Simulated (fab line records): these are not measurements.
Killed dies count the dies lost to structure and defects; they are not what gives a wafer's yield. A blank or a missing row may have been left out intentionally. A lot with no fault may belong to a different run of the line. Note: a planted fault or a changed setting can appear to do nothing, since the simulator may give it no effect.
Comparing a struck lot with a sound one :: flow n5_finfet :: 15 steps out of a route of 1938
Sound: these wafers, L739.3, L739.4, L739.6. Struck: wafer L746.2. (L746.3, L746.4 of the same lot were not struck and are left out.) The cause comes at the end.
Order at every step that has rows: each side's tool, ch and its chambers, its first start. Under that, the readings that differ: sound wafers :: struck wafers :: difference of the means :: sigmas: that difference in standard deviations of wafers without a fault.
alike: words and numbers the same on both sides, and readings whose means are apart by under 2 such deviations; not compared: readings that were withheld, readings missing a value for some wafer, numbers with overlapping values and no deviation given by the record, and bounds like >300 which may hide the same value.
A row with sigmas, a row that says differs or no value, or rows on one side alone: a step with any of these is where the two part. When numbers do not overlap yet have no deviation, they are printed without sigmas and do not part them. Lack of a reading on every wafer of one side parts them only where that side has two or more wafers.

N5_HKMG_FIN_STRIP_92: strips SOC in N2/H2, time 20 s.
  sound on rie_diel-03 ch 0,1,2, day 5 09:12; struck on rie_diel-05 ch 0, day 7 06:26
  alike: drypump_motor_current_A, oes_product_au, rf_vpp_V, showerhead_plenum_p_Torr, throttle_valve_pct
  not compared: rf_hours_counter_h
then, 4 steps without rows for these wafers: N5_HKMG_FIN_WET_ETCH_18 (etches TiN in SC1, time 55 s, target depth 5.2 nm, rinse time 30 s); N5_HKMG_FIN_STRIP_19 (strips in N2/H2, time 360 s); N5_HKMG_FIN_ALD_91 (deposits TiN, target thk 1 nm, pulse time 1 s, purge time 3 s); N5_HKMG_FIN_COAT_85 (time 60 s, resist thk 300 nm).
N5_HKMG_FIN_ETCH_86: etches SOC in N2/H2, stops on TiN, target depth 393.2 nm.
  sound on rie_diel-04 ch 0,3, day 5 10:04; struck on rie_diel-03 ch 0, day 7 07:18
  alike: drypump_motor_current_A, oes_product_au, rf_fwd_power_W, rf_vpp_V, showerhead_plenum_p_Torr, throttle_valve_pct
  not compared: rf_hours_counter_h
then, 2 steps without rows for these wafers: N5_HKMG_FIN_STRIP_89 (strips SOC in N2/H2, time 20 s); N5_HKMG_FIN_WET_ETCH_87 (etches TiN in SC1, time 154.2 s, target depth 4.7 nm, rinse time 30 s).
N5_HKMG_FIN_STRIP_88: strips in N2/H2, time 360 s.
  sound on plasma_asher-01 ch 0,1, day 5 10:27; struck on plasma_asher-01 ch 1, day 7 07:33
reading: rf_hours_counter_h (h)
sound: - - -
struck: 105
difference: no value on the sound wafers
sigmas: 
  alike: drypump_motor_current_A, heater_power_w
then, 1 step without rows for these wafers: N5_HKMG_FIN_NWFM_ALD_20 (deposits TiAlC, target thk 2 nm, pulse time 3 s, purge time 2 s).
N5_HKMG_FIN_ALD_71: deposits TiN, target thk 1 nm, pulse time 1 s, purge time 3 s.
  sound on ald_metal-02 ch 0,2,3, day 5 10:49; struck on ald_metal-02 ch 1, day 7 08:02
  alike: heater_power_w, precursor_pulse_height_rel
  not compared: since_wet_clean_h
then, 1 step without rows for these wafers: N5_HKMG_FIN_COAT_66 (time 60 s, resist thk 300 nm).
N5_HKMG_FIN_ETCH_67: etches SOC in N2/H2, stops on TiN, target depth 388.9 nm.
  sound on rie_diel-04 ch 0,1,3, day 5 11:09; struck on rie_diel-04 ch 3, day 7 08:34
reading: rf_fwd_power_W (W)
sound: 850 845 847
struck: 1048
difference: +201
sigmas: +59

reading: rf_vpp_V (V)
sound: 240.8 242.3 238.2
struck: 221.8
difference: -18.6
sigmas: -17

reading: model.SOC_of_HKMG_FIN_COAT_66.thk_nm (nm)
sound: 19 17.8 26.2
struck: 8.2
difference: -12.8
sigmas: 

reading: model.TiN_of_HKMG_FIN_ALD_71.thk_nm (nm)
sound: 1 1 1
struck: 0
difference: -1
sigmas: 
  alike: drypump_motor_current_A, oes_product_au, showerhead_plenum_p_Torr, throttle_valve_pct
  not compared: rf_hours_counter_h
N5_HKMG_FIN_STRIP_90: strips SOC in N2/H2, time 20 s.
  sound on rie_diel-04 ch 0,1,3, day 5 11:13; struck on rie_diel-04 ch 3, day 7 08:37
reading: showerhead_plenum_p_Torr (Torr)
sound: 3.37 3.47 3.18
struck: 3.17
difference: -0.17
sigmas: -2
  alike: drypump_motor_current_A, oes_product_au, rf_vpp_V, throttle_valve_pct
  not compared: rf_hours_counter_h
-- a jump in the record: the struck wafers' starts before and after are 4 days apart (it breaks off in module HKMG_FIN and resumes in module BEOL_M4, where the first step shown is number 1111 of the route) --
N5_BEOL_M4_RC_MEAS_101:
  sound on prober-02 ch 0, day 9 18:50; struck on prober-02 ch 0, day 11 05:46
reading: DIBL_P (mV/V)
sound: 39.6 38.6 38.3
struck: 34.9
difference: -3.9
sigmas: -2

reading: SS_N (mV/dec)
sound: 71.8 72.2 71.9
struck: 70.7
difference: -1.3
sigmas: -2
  alike: DIBL_N, IOFF_N, IOFF_P, ION_N, ION_P, SS_P, VT_N, VT_P

WHERE THEY PART
At N5_HKMG_FIN_STRIP_88 first; at N5_BEOL_M4_RC_MEAS_101 last (within this record only).

WHY: whatever the simulator had introduced
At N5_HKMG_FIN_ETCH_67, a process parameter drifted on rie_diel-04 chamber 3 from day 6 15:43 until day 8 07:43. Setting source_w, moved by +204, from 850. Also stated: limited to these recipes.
